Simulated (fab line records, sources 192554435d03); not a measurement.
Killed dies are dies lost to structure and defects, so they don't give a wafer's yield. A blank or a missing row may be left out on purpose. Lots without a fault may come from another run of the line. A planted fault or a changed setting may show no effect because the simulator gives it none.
Problem report in the 8D (eight disciplines) form, filled by code | flow n5_finfet | the parts of the form that need people (team, actions taken, sign-off) are left out

1. THE PROBLEM
killed_at_front_end at N5_PASSIVATION_PROBE_49 reads a mean of 1111 on 1 wafer of 1 lot; wafers without a fault read 39 with a standard deviation of 11. That is +97 standard deviations from the usual mean.
First seen on wafer L431.2, day 14 22:03, on prober-02. The record holds 3 wafers of 1 lot with a number at this step. Rule for "out", or "out of limits": more than 4 standard deviations from the usual mean. The other wafers with a number count as sound.

2. WHAT IT IS AND WHAT IT IS NOT
question                    | is                                                                                                                      | is not
which readings at this step | killed_at_front_end, defect_limited_yield, killed_dies, killed_on_rim, sort_bin_5_function, sort_n_pass, sort_yield_pct | killed_at_M0_to_M3, killed_at_M4_up, killed_at_contacts, killed_at_other, killed_open, killed_short, sort_bin_6_memory
which lots                  | L431                                                                                                                    | -
which wafers of those lots  | L431.2                                                                                                                  | L431.3, L431.6
read on which tools         | prober-02                                                                                                               | -
when                        | from day 14 22:03                                                                                                       | up to then (0 sound wafers); but 2 sound wafers of L431 came after

3. SUSPECTS, AND WHAT RULES EACH OUT
Counting: a tool at a process step up to the reading stays a suspect if it ran every lot that is out. Sound lots after the first of them don't rule it out here, since some wafers of a struck lot are sound.
- rie_diel-04 at N5_SDB_ETCH_18 (etches SOC in N2/H2, target depth 100 nm, overetch 20 nm, time 150 s): kept. It ran the lot that is out, L431 (day 6 08:26).
- rie_diel-04 at N5_MIM_BOT_ETCH_ETCH_04 (etches SiNx in CF4/O2, target depth 26 nm, time 13 s): kept. It ran the lot that is out, L431 (day 14 11:23).
- pecvd-04 at N5_PASSIVATION_PECVD_55 (deposits SiO2 from SiH4/N2O, target thk 400 nm, time 22.5 s): kept. It ran the lot that is out, L431 (day 14 12:12).
- prober-02 at N5_PASSIVATION_PROBE_49: kept. It ran the lot that is out, L431 (day 14 22:03). Its own readings are out on those wafers: defect_limited_yield, killed_at_front_end, killed_dies, killed_on_rim, sort_bin_5_function, sort_n_pass, sort_yield_pct.
- Within rie_diel-04 at N5_SDB_ETCH_18: the wafers that are out ran in chamber 3; their sound lot-mates ran in chambers 0, 2.
Left after counting: rie_diel-04 at N5_SDB_ETCH_18, rie_diel-04 at N5_MIM_BOT_ETCH_ETCH_04, pecvd-04 at N5_PASSIVATION_PECVD_55, prober-02 at N5_PASSIVATION_PROBE_49.

4. THE CAUSE (what the simulator had put in)
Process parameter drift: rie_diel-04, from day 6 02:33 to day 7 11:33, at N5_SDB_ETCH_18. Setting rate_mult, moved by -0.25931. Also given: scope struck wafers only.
Counting left 4 suspects, and this tool is among them.

5. THE CHAIN OF EFFECTS, in route order
Each row: a reading whose mean over the struck wafers that have a number lies more than 3 standard deviations from the usual. Only readings for which the record gives a usual standard deviation are gone through. hours: the time from each lot's start at the first step in this table that gives one to its start at this step, as a median over the lots. sigmas: the change in usual standard deviations.
hours | step                    | reading              | usual  | on struck wafers | change | sigmas
0     | N5_PASSIVATION_PROBE_49 | defect_limited_yield | 91.3 % | 0.3              | -91.0  | -61
0     | N5_PASSIVATION_PROBE_49 | killed_at_front_end  | 39     | 1111             | +1072  | +97
0     | N5_PASSIVATION_PROBE_49 | killed_dies          | 102    | 1177             | +1075  | +60
0     | N5_PASSIVATION_PROBE_49 | killed_on_rim        | 13     | 152              | +139   | +35
0     | N5_PASSIVATION_PROBE_49 | sort_bin_5_function  | 5.1 %  | 96.7             | +91.6  | +92
0     | N5_PASSIVATION_PROBE_49 | sort_n_pass          | 1078   | 3                | -1075  | -60
0     | N5_PASSIVATION_PROBE_49 | sort_yield_pct       | 91.3 % | 0.3              | -91.0  | -61
The process steps in it:
- N5_PASSIVATION_PROBE_49

6. WHAT WOULD HAVE CAUGHT IT SOONER
In this record the first reading out of limits was taken at day 14 22:03, 212 hours after the fault began at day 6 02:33.
Of the tool readings at N5_SDB_ETCH_18 for which the record gives a usual standard deviation, none was out on any struck wafer, so an alarm limit of 4 standard deviations on them would not have fired.
All the lots that are out (1) had begun N5_SDB_ETCH_18 on rie_diel-04 by day 14 22:03. A hold on the tool at that time would have spared none of them.
